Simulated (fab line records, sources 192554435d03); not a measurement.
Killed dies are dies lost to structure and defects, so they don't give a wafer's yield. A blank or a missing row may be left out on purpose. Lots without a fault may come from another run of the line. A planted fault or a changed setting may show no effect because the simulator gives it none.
Which tool did it? | flow n5_finfet | 12 lots, 36 wafers sampled, at 1 step of a route of 1938

WHAT THE GAUGES READ, wafer by wafer
N5_BEOL_M5_INSPECT_30: inspects for defects (brightfield).
lot  | measured     | on                | raw_defect_count
L074 | day 8 05:08  | defect_inspect-02 | 351 535 351
L077 | day 8 21:41  | defect_inspect-01 | 347 448 432
L079 | day 9 08:32  | defect_inspect-01 | 385 429 390
L081 | day 10 00:23 | defect_inspect-02 | 408 429 509
L084 | day 10 06:03 | defect_inspect-02 | 348 398 431
L085 | day 10 17:08 | defect_inspect-01 | 378 604 360
L086 | day 11 20:26 | defect_inspect-01 | 477 493 492
L089 | day 12 16:07 | defect_inspect-02 | 418 464 544
L093 | day 12 16:58 | defect_inspect-01 | 398 395 578
L092 | day 13 06:20 | defect_inspect-02 | 479 381 354
L094 | day 14 00:39 | defect_inspect-01 | 400 445 418
L096 | day 14 13:28 | defect_inspect-01 | 323 412 531

WHICH TOOL RAN EACH LOT (tool, then ch and the chambers of the sampled wafers, then the start)
The record holds no process step before these readings.

THE ANSWER, worked out from the rows above alone
Rule: what is usual is taken from the lots themselves. Put in order of their means at a reading, lots are off if they are a third of the lots or fewer, leave a main group of 4 or more, and stand apart from it by a gap of 3 or more times the standard deviation of the main group's means; of several such gaps the widest counts. A main group whose means are all the same, to the digits that the tables above print for the reading, isn't used. A lot without any number at a reading at which 4 lots or more have one is off too. The other lots that the step has rows for count as sound.
No lot is off at any reading shown: from this, nothing can be told.

WHAT THE SIMULATOR HAD PUT IN
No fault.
